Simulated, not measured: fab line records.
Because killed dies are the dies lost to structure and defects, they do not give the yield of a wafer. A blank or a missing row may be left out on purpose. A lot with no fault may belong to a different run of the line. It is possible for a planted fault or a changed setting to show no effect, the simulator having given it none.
Matching of chambers    flow nand harc    4 sister chambers for NHARC_P_CONTACT_CMP_01 on cmp-01
The step polishes SiO2, target thk 200 nm. 8 wafers are shown with their chamber, then 8 later ones without.

== WAFERS PAIRED WITH THEIR CHAMBERS ==
wafer   chamber  motor current A (A)
L080.1  1        11.1
L082.2  3        12.1
L082.3  2        12.1
L082.6  3        12.8
L086.1  0        12.4
L086.2  1        10.8
L086.5  2        12.3
L087.3  0        11.6

== WAFERS WHOSE CHAMBER IS MISSING ==
wafer   motor current A (A)
L087.5  13.0
L087.6  12.1
L092.1  11.7
L092.3  12.5
L092.6  13.1
L097.1  11.0
L097.4  11.7
L097.5  12.0

== THE CHAMBER EACH PASSED THROUGH ==
wafer   from the rows above                in truth
L087.5  can't be placed: 3 or 2 or 0       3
L087.6  can't be placed: 0 or 2 or 3       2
L092.1  can't be placed: 0 or 2 or 1 or 3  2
L092.3  can't be placed: 3 or 2 or 0       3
L092.6  can't be placed: 3 or 2 or 0       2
L097.1  1                                  1
L097.4  can't be placed: 0 or 2 or 1 or 3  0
L097.5  can't be placed: 0 or 2 or 3       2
Placed correctly: 1 of 8. From these rows, 7 cannot be placed; in 7 the true chamber is one of the candidates. Placed wrongly: 0.
How it was worked out, from the rows above alone: a wafer's distance from a chamber is the root of the sum, over the readings, of the square of ((its reading less the chamber's mean) divided by the reading's scatter). If the next closest chamber is less than 2 further off than the closest, the wafer can't be placed; otherwise it belongs to the closest. Each chamber's mean is taken over the wafers shown for it. The scatter: the root of (the sum of the squares of (reading less its chamber's mean) over the shown wafers, divided by (wafers less chambers)).
